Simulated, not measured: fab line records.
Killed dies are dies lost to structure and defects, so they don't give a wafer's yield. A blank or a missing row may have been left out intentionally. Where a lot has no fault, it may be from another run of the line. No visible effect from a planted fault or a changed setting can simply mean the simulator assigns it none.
Which tool was responsible? :: flow nandHarc :: 24 lots with 72 wafers sampled at 4 steps, on a route of 1302 steps

## WHAT THE GAUGES READ, wafer by wafer
NHARC_P_STI_INSPECT_25.
lot: L074
measured: day 3 23:07
on: defectInspect-01
rawDefectCount: 233 292 258

lot: L075
measured: day 4 10:08
on: defectInspect-01
rawDefectCount: 296 246 357

lot: L076
measured: day 4 20:36
on: defectInspect-02
rawDefectCount: 334 517 370

lot: L077
measured: day 5 07:51
on: defectInspect-02
rawDefectCount: 316 471 305

lot: L078
measured: day 5 12:43
on: defectInspect-01
rawDefectCount: 163 251 346

lot: L079
measured: day 6 01:29
on: defectInspect-02
rawDefectCount: 191 283 266

lot: L080
measured: day 6 13:22
on: defectInspect-02
rawDefectCount: 202 274 169

lot: L081
measured: day 7 07:13
on: defectInspect-01
rawDefectCount: 173 192 160

lot: L082
measured: day 7 07:13
on: defectInspect-02
rawDefectCount: 191 209 197

lot: L083
measured: day 8 03:28
on: defectInspect-02
rawDefectCount: 292 218 305

lot: L084
measured: day 8 03:28
on: defectInspect-01
rawDefectCount: 171 177 278

lot: L085
measured: day 8 14:06
on: defectInspect-01
rawDefectCount: 137 161 205

lot: L086
measured: day 8 23:40
on: defectInspect-02
rawDefectCount: 326 157 209

lot: L087
measured: day 9 22:37
on: defectInspect-01
rawDefectCount: 168 105 196

lot: L088
measured: day 9 22:35
on: defectInspect-02
rawDefectCount: 169 117 168

lot: L089
measured: day 10 06:23
on: defectInspect-02
rawDefectCount: 428 233 141

lot: L090
measured: day 10 14:41
on: defectInspect-01
rawDefectCount: 250 198 256

lot: L091
measured: day 11 02:07
on: defectInspect-02
rawDefectCount: 155 220 134

lot: L092
measured: day 11 11:44
on: defectInspect-02
rawDefectCount: 222 319 195

lot: L093
measured: day 11 21:29
on: defectInspect-02
rawDefectCount: 133 210 180

lot: L094
measured: day 12 09:10
on: defectInspect-02
rawDefectCount: 115 321 171

lot: L095
measured: day 12 22:53
on: defectInspect-01
rawDefectCount: 202 319 311

lot: L096
measured: day 13 03:32
on: defectInspect-02
rawDefectCount: 255 244 357

lot: L097
measured: day 13 12:53
on: defectInspect-01
rawDefectCount: 137 254 117

## TOOL THAT RAN EACH LOT (tool first, then ch and the chambers of the sampled wafers, then the start)
lot: L074
NHARC_P_ZERO_WELL_RTA_42: rtpAnneal-01 ch 0, day 2 03:07
NHARC_P_STI_DESCUM_14: rieDiel-06 ch 1,2, day 2 20:39
NHARC_P_STI_CMP_21: cmp-02 ch 0,2,3, day 3 15:08

lot: L075
NHARC_P_ZERO_WELL_RTA_42: rtpAnneal-02 ch 0, day 2 12:44
NHARC_P_STI_DESCUM_14: rieDiel-10 ch 0,2, day 3 06:06
NHARC_P_STI_CMP_21: cmp-02 ch 0,1, day 4 00:38

lot: L076
NHARC_P_ZERO_WELL_RTA_42: rtpAnneal-02 ch 0, day 2 23:58
NHARC_P_STI_DESCUM_14: rieDiel-06 ch 0,1,3, day 3 15:58
NHARC_P_STI_CMP_21: cmp-02 ch 0,3, day 4 12:09

lot: L077
NHARC_P_ZERO_WELL_RTA_42: rtpAnneal-02 ch 0, day 3 08:39
NHARC_P_STI_DESCUM_14: rieDiel-10 ch 1,2, day 4 04:00
NHARC_P_STI_CMP_21: cmp-02 ch 2,3, day 4 22:05

lot: L078
NHARC_P_ZERO_WELL_RTA_42: rtpAnneal-02 ch 0, day 3 18:59
NHARC_P_STI_DESCUM_14: rieDiel-06 ch 0,2,3, day 4 10:34
NHARC_P_STI_CMP_21: cmp-02 ch 0,1,3, day 5 04:55

lot: L079
NHARC_P_ZERO_WELL_RTA_42: rtpAnneal-02 ch 0, day 4 04:56
NHARC_P_STI_DESCUM_14: rieDiel-10 ch 1,2, day 4 21:23
NHARC_P_STI_CMP_21: cmp-01 ch 1,2, day 5 16:24

lot: L080
NHARC_P_ZERO_WELL_RTA_42: rtpAnneal-02 ch 0, day 4 14:56
NHARC_P_STI_DESCUM_14: rieDiel-07 ch 1,2, day 5 07:50
NHARC_P_STI_CMP_21: cmp-04 ch 0,1,2, day 6 05:28

lot: L081
NHARC_P_ZERO_WELL_RTA_42: rtpAnneal-02 ch 0, day 5 01:06
NHARC_P_STI_DESCUM_14: rieDiel-07 ch 0,2,3, day 5 20:43
NHARC_P_STI_CMP_21: cmp-02 ch 0,2,3, day 6 20:52

lot: L082
NHARC_P_ZERO_WELL_RTA_42: rtpAnneal-02 ch 0, day 5 11:11
NHARC_P_STI_DESCUM_14: rieDiel-06 ch 1,2,3, day 6 05:11
NHARC_P_STI_CMP_21: cmp-04 ch 0,3, day 6 20:50

lot: L083
NHARC_P_ZERO_WELL_RTA_42: rtpAnneal-02 ch 0, day 5 21:22
NHARC_P_STI_DESCUM_14: rieDiel-10 ch 1,2,3, day 6 16:21
NHARC_P_STI_CMP_21: cmp-01 ch 0,1,2, day 7 16:33

lot: L084
NHARC_P_ZERO_WELL_RTA_42: rtpAnneal-02 ch 0, day 6 06:47
NHARC_P_STI_DESCUM_14: rieDiel-10 ch 0,2,3, day 7 01:34
NHARC_P_STI_CMP_21: cmp-04 ch 0,3, day 7 20:25

lot: L085
NHARC_P_ZERO_WELL_RTA_42: rtpAnneal-01 ch 0, day 6 17:00
NHARC_P_STI_DESCUM_14: rieDiel-07 ch 0,3, day 7 11:28
NHARC_P_STI_CMP_21: cmp-01 ch 0,1,3, day 8 06:16

lot: L086
NHARC_P_ZERO_WELL_RTA_42: rtpAnneal-01 ch 0, day 7 03:19
NHARC_P_STI_DESCUM_14: rieDiel-07 ch 0,1,2, day 7 19:28
NHARC_P_STI_CMP_21: cmp-01 ch 0,2,3, day 8 13:41

lot: L087
NHARC_P_ZERO_WELL_RTA_42: rtpAnneal-02 ch 0, day 7 12:47
NHARC_P_STI_DESCUM_14: rieDiel-10 ch 0,1,3, day 8 07:19
NHARC_P_STI_CMP_21: cmp-01 ch 0,2,3, day 9 14:37

lot: L088
NHARC_P_ZERO_WELL_RTA_42: rtpAnneal-01 ch 0, day 7 22:59
NHARC_P_STI_DESCUM_14: rieDiel-06 ch 0,2,3, day 8 16:13
NHARC_P_STI_CMP_21: cmp-04 ch 0,2,3, day 9 14:37

lot: L089
NHARC_P_ZERO_WELL_RTA_42: rtpAnneal-01 ch 0, day 8 09:01
NHARC_P_STI_DESCUM_14: rieDiel-10 ch 2,3, day 9 03:25
NHARC_P_STI_CMP_21: cmp-01 ch 0,3, day 9 21:56

lot: L090
NHARC_P_ZERO_WELL_RTA_42: rtpAnneal-01 ch 0, day 8 19:05
NHARC_P_STI_DESCUM_14: rieDiel-06 ch 0,3, day 9 10:56
NHARC_P_STI_CMP_21: cmp-01 ch 1,2,3, day 10 06:15

lot: L091
NHARC_P_ZERO_WELL_RTA_42: rtpAnneal-01 ch 0, day 9 05:32
NHARC_P_STI_DESCUM_14: rieDiel-06 ch 0,1,2, day 9 22:26
NHARC_P_STI_CMP_21: cmp-01 ch 0,3, day 10 17:20

lot: L092
NHARC_P_ZERO_WELL_RTA_42: rtpAnneal-01 ch 0, day 9 14:58
NHARC_P_STI_DESCUM_14: rieDiel-10 ch 0,1,3, day 10 08:56
NHARC_P_STI_CMP_21: cmp-02 ch 0,1,3, day 11 03:49

lot: L093
NHARC_P_ZERO_WELL_RTA_42: rtpAnneal-01 ch 0, day 10 00:55
NHARC_P_STI_DESCUM_14: rieDiel-06 ch 1,3, day 10 19:07
NHARC_P_STI_CMP_21: cmp-02 ch 0,1,3, day 11 13:47

lot: L094
NHARC_P_ZERO_WELL_RTA_42: rtpAnneal-02 ch 0, day 10 12:02
NHARC_P_STI_DESCUM_14: rieDiel-06 ch 2,3, day 11 06:20
NHARC_P_STI_CMP_21: cmp-02 ch 0,1,2, day 12 00:11

lot: L095
NHARC_P_ZERO_WELL_RTA_42: rtpAnneal-01 ch 0, day 10 21:09
NHARC_P_STI_DESCUM_14: rieDiel-10 ch 0,1,3, day 11 15:29
NHARC_P_STI_CMP_21: cmp-02 ch 0,2,3, day 12 11:37

lot: L096
NHARC_P_ZERO_WELL_RTA_42: rtpAnneal-02 ch 0, day 11 06:58
NHARC_P_STI_DESCUM_14: rieDiel-10 ch 0,2,3, day 11 22:47
NHARC_P_STI_CMP_21: cmp-01 ch 0,2,3, day 12 19:11

lot: L097
NHARC_P_ZERO_WELL_RTA_42: rtpAnneal-01 ch 0, day 11 17:01
NHARC_P_STI_DESCUM_14: rieDiel-07 ch 0,2, day 12 09:54
NHARC_P_STI_CMP_21: cmp-02 ch 1,2, day 13 05:02
- NHARC_P_ZERO_WELL_RTA_42: time 300 s.
- NHARC_P_STI_DESCUM_14: chemistry O2, time 3 s.
- NHARC_P_STI_CMP_21: polishes, t overpolish 20 s, target thk 380.67 nm.

## AS READ BY THE TOOLS THEMSELVES (means over the sampled wafers that have a number; for cases with no such wafer, the mark the record gives instead)
NHARC_P_ZERO_WELL_RTA_42.
lot: L074
tool: rtpAnneal-01
lampPowerPct (%): 37.2
wafer_temp_C_max: 1107.3

lot: L075
tool: rtpAnneal-02
lampPowerPct (%): 33.6
wafer_temp_C_max: 1105.9

lot: L076
tool: rtpAnneal-02
lampPowerPct (%): 33.5
wafer_temp_C_max: 1106.4

lot: L077
tool: rtpAnneal-02
lampPowerPct (%): 33.7
wafer_temp_C_max: 1104.1

lot: L078
tool: rtpAnneal-02
lampPowerPct (%): 33.6
wafer_temp_C_max: 1105.7

lot: L079
tool: rtpAnneal-02
lampPowerPct (%): 33.6
wafer_temp_C_max: 1104.4

lot: L080
tool: rtpAnneal-02
lampPowerPct (%): 33.7
wafer_temp_C_max: 1105.4

lot: L081
tool: rtpAnneal-02
lampPowerPct (%): 33.7
wafer_temp_C_max: 1103.9

lot: L082
tool: rtpAnneal-02
lampPowerPct (%): 33.7
wafer_temp_C_max: 1105.2

lot: L083
tool: rtpAnneal-02
lampPowerPct (%): 33.6
wafer_temp_C_max: 1105.3

lot: L084
tool: rtpAnneal-02
lampPowerPct (%): 33.7
wafer_temp_C_max: 1105.6

lot: L085
tool: rtpAnneal-01
lampPowerPct (%): 37.2
wafer_temp_C_max: 1108.0

lot: L086
tool: rtpAnneal-01
lampPowerPct (%): 37.2
wafer_temp_C_max: 1109.5

lot: L087
tool: rtpAnneal-02
lampPowerPct (%): 33.7
wafer_temp_C_max: 1104.5

lot: L088
tool: rtpAnneal-01
lampPowerPct (%): 37.2
wafer_temp_C_max: 1107.9

lot: L089
tool: rtpAnneal-01
lampPowerPct (%): 37.2
wafer_temp_C_max: 1109.7

lot: L090
tool: rtpAnneal-01
lampPowerPct (%): 37.1
wafer_temp_C_max: 1108.5

lot: L091
tool: rtpAnneal-01
lampPowerPct (%): 37.2
wafer_temp_C_max: 1108.7

lot: L092
tool: rtpAnneal-01
lampPowerPct (%): 37.2
wafer_temp_C_max: 1110.0

lot: L093
tool: rtpAnneal-01
lampPowerPct (%): 37.2
wafer_temp_C_max: 1108.7

lot: L094
tool: rtpAnneal-02
lampPowerPct (%): 33.7
wafer_temp_C_max: 1106.4

lot: L095
tool: rtpAnneal-01
lampPowerPct (%): 37.2
wafer_temp_C_max: 1108.9

lot: L096
tool: rtpAnneal-02
lampPowerPct (%): 33.7
wafer_temp_C_max: 1105.3

lot: L097
tool: rtpAnneal-01
lampPowerPct (%): 37.2
wafer_temp_C_max: 1108.0

NHARC_P_STI_DESCUM_14.
lot: L074
tool: rieDiel-06
drypumpMotorCurrentA (A): 6.3
oesProductAu (a.u.): 1.011
rfVppV (V): 57.3
showerheadPlenumPTorr (Torr): 1.84
throttleValvePct (%): 11.312

lot: L075
tool: rieDiel-10
drypumpMotorCurrentA (A): 5.7
oesProductAu (a.u.): 0.996
rfVppV (V): 57.7
showerheadPlenumPTorr (Torr): 1.91
throttleValvePct (%): 11.318

lot: L076
tool: rieDiel-06
drypumpMotorCurrentA (A): 6.1
oesProductAu (a.u.): 1.005
rfVppV (V): 57.4
showerheadPlenumPTorr (Torr): 1.94
throttleValvePct (%): 11.310

lot: L077
tool: rieDiel-10
drypumpMotorCurrentA (A): 5.2
oesProductAu (a.u.): 0.987
rfVppV (V): 58.4
showerheadPlenumPTorr (Torr): 1.85
throttleValvePct (%): 11.310

lot: L078
tool: rieDiel-06
drypumpMotorCurrentA (A): 6.2
oesProductAu (a.u.): 0.994
rfVppV (V): 57.8
showerheadPlenumPTorr (Torr): 1.91
throttleValvePct (%): 11.306

lot: L079
tool: rieDiel-10
drypumpMotorCurrentA (A): 5.2
oesProductAu (a.u.): 0.999
rfVppV (V): 57.3
showerheadPlenumPTorr (Torr): 1.84
throttleValvePct (%): 11.313

lot: L080
tool: rieDiel-07
drypumpMotorCurrentA (A): 6.4
oesProductAu (a.u.): 0.991
rfVppV (V): 57.6
showerheadPlenumPTorr (Torr): 1.95
throttleValvePct (%): 11.314

lot: L081
tool: rieDiel-07
drypumpMotorCurrentA (A): 5.9
oesProductAu (a.u.): 0.997
rfVppV (V): 58.2
showerheadPlenumPTorr (Torr): 1.96
throttleValvePct (%): 11.301

lot: L082
tool: rieDiel-06
drypumpMotorCurrentA (A): 6.2
oesProductAu (a.u.): 1.009
rfVppV (V): 57.1
showerheadPlenumPTorr (Torr): 1.89
throttleValvePct (%): 11.315

lot: L083
tool: rieDiel-10
drypumpMotorCurrentA (A): 5.6
oesProductAu (a.u.): 0.997
rfVppV (V): 58.1
showerheadPlenumPTorr (Torr): 1.85
throttleValvePct (%): 11.311

lot: L084
tool: rieDiel-10
drypumpMotorCurrentA (A): 5.8
oesProductAu (a.u.): 1.004
rfVppV (V): 58.2
showerheadPlenumPTorr (Torr): 1.88
throttleValvePct (%): 11.304

lot: L085
tool: rieDiel-07
drypumpMotorCurrentA (A): 5.6
oesProductAu (a.u.): 0.999
rfVppV (V): 57.9
showerheadPlenumPTorr (Torr): 1.93
throttleValvePct (%): 11.316

lot: L086
tool: rieDiel-07
drypumpMotorCurrentA (A): 6.2
oesProductAu (a.u.): 1.013
rfVppV (V): 58.8
showerheadPlenumPTorr (Torr): 1.92
throttleValvePct (%): 11.310

lot: L087
tool: rieDiel-10
drypumpMotorCurrentA (A): 6.0
oesProductAu (a.u.): 0.998
rfVppV (V): 57.4
showerheadPlenumPTorr (Torr): 1.89
throttleValvePct (%): 11.312

lot: L088
tool: rieDiel-06
drypumpMotorCurrentA (A): 6.2
oesProductAu (a.u.): 0.998
rfVppV (V): 58.2
showerheadPlenumPTorr (Torr): 1.91
throttleValvePct (%): 11.318

lot: L089
tool: rieDiel-10
drypumpMotorCurrentA (A): 5.9
oesProductAu (a.u.): 0.998
rfVppV (V): 58.1
showerheadPlenumPTorr (Torr): 1.85
throttleValvePct (%): 11.315

lot: L090
tool: rieDiel-06
drypumpMotorCurrentA (A): 6.2
oesProductAu (a.u.): 0.995
rfVppV (V): 58.3
showerheadPlenumPTorr (Torr): 1.96
throttleValvePct (%): 11.315

lot: L091
tool: rieDiel-06
drypumpMotorCurrentA (A): 6.2
oesProductAu (a.u.): 0.994
rfVppV (V): 57.2
showerheadPlenumPTorr (Torr): 1.88
throttleValvePct (%): 11.308

lot: L092
tool: rieDiel-10
drypumpMotorCurrentA (A): 6.0
oesProductAu (a.u.): 1.002
rfVppV (V): 57.5
showerheadPlenumPTorr (Torr): 1.88
throttleValvePct (%): 11.310

lot: L093
tool: rieDiel-06
drypumpMotorCurrentA (A): 6.3
oesProductAu (a.u.): 0.987
rfVppV (V): 58.2
showerheadPlenumPTorr (Torr): 1.95
throttleValvePct (%): 11.322

lot: L094
tool: rieDiel-06
drypumpMotorCurrentA (A): 6.2
oesProductAu (a.u.): 0.994
rfVppV (V): 57.4
showerheadPlenumPTorr (Torr): 1.86
throttleValvePct (%): 11.309

lot: L095
tool: rieDiel-10
drypumpMotorCurrentA (A): 6.0
oesProductAu (a.u.): 1.002
rfVppV (V): 57.2
showerheadPlenumPTorr (Torr): 1.88
throttleValvePct (%): 11.309

lot: L096
tool: rieDiel-10
drypumpMotorCurrentA (A): 5.8
oesProductAu (a.u.): 1.006
rfVppV (V): 57.4
showerheadPlenumPTorr (Torr): 1.87
throttleValvePct (%): 11.313

lot: L097
tool: rieDiel-07
drypumpMotorCurrentA (A): 6.1
oesProductAu (a.u.): 1.002
rfVppV (V): 58.1
showerheadPlenumPTorr (Torr): 1.95
throttleValvePct (%): 11.315

NHARC_P_STI_CMP_21.
lot: L074
tool: cmp-02
motorCurrentA (A): 11.9
overpolishRunS (s): 20.001

lot: L075
tool: cmp-02
motorCurrentA (A): 13.1
overpolishRunS (s): 20.005

lot: L076
tool: cmp-02
motorCurrentA (A): 11.7
overpolishRunS (s): 19.994

lot: L077
tool: cmp-02
motorCurrentA (A): 12.6
overpolishRunS (s): 19.991

lot: L078
tool: cmp-02
motorCurrentA (A): 12.7
overpolishRunS (s): 19.997

lot: L079
tool: cmp-01
motorCurrentA (A): 13.2
overpolishRunS (s): 20.002

lot: L080
tool: cmp-04
motorCurrentA (A): 11.8
overpolishRunS (s): 20.002

lot: L081
tool: cmp-02
motorCurrentA (A): 12.1
overpolishRunS (s): 20.006

lot: L082
tool: cmp-04
motorCurrentA (A): 12.5
overpolishRunS (s): 19.995

lot: L083
tool: cmp-01
motorCurrentA (A): 12.9
overpolishRunS (s): 19.988

lot: L084
tool: cmp-04
motorCurrentA (A): 12.4
overpolishRunS (s): 19.990

lot: L085
tool: cmp-01
motorCurrentA (A): 12.1
overpolishRunS (s): 19.997

lot: L086
tool: cmp-01
motorCurrentA (A): 12.7
overpolishRunS (s): 20.002

lot: L087
tool: cmp-01
motorCurrentA (A): 13.2
overpolishRunS (s): 20.005

lot: L088
tool: cmp-04
motorCurrentA (A): 11.8
overpolishRunS (s): 20.007

lot: L089
tool: cmp-01
motorCurrentA (A): 12.5
overpolishRunS (s): 19.991

lot: L090
tool: cmp-01
motorCurrentA (A): 12.8
overpolishRunS (s): 20.002

lot: L091
tool: cmp-01
motorCurrentA (A): 11.9
overpolishRunS (s): 20.007

lot: L092
tool: cmp-02
motorCurrentA (A): 12.6
overpolishRunS (s): 20.004

lot: L093
tool: cmp-02
motorCurrentA (A): 12.6
overpolishRunS (s): 19.999

lot: L094
tool: cmp-02
motorCurrentA (A): 12.6
overpolishRunS (s): 19.992

lot: L095
tool: cmp-02
motorCurrentA (A): 11.6
overpolishRunS (s): 20.008

lot: L096
tool: cmp-01
motorCurrentA (A): 12.9
overpolishRunS (s): 20.000

lot: L097
tool: cmp-02
motorCurrentA (A): 13.0
overpolishRunS (s): 19.997

## THE ANSWER, worked out from the rows above alone
Rule: the usual values come from the lots themselves. The widest of any qualifying gaps counts: lots, ordered by their means at a reading, are off when they make up no more than a third of the lots, leave a main group of 4 or more, and stand apart from it by 3 or more times the standard deviation of that group's means. The tables above print the reading to a certain number of digits; a main group whose means all agree to those digits is not used. Also off: a lot with no number at a reading for which 4 or more lots have one. Where the step has rows for the other lots, those lots are counted as sound. First the gauges in route order, then the tools' own readings, where a lot's mean is used as printed above. The first step at which some lot is off is used, and at that step the reading that is off furthest; a lot without a number counts as furthest.
No lot is off at any reading shown: from this, nothing can be told.

## WHAT WAS PUT IN BY THE SIMULATOR
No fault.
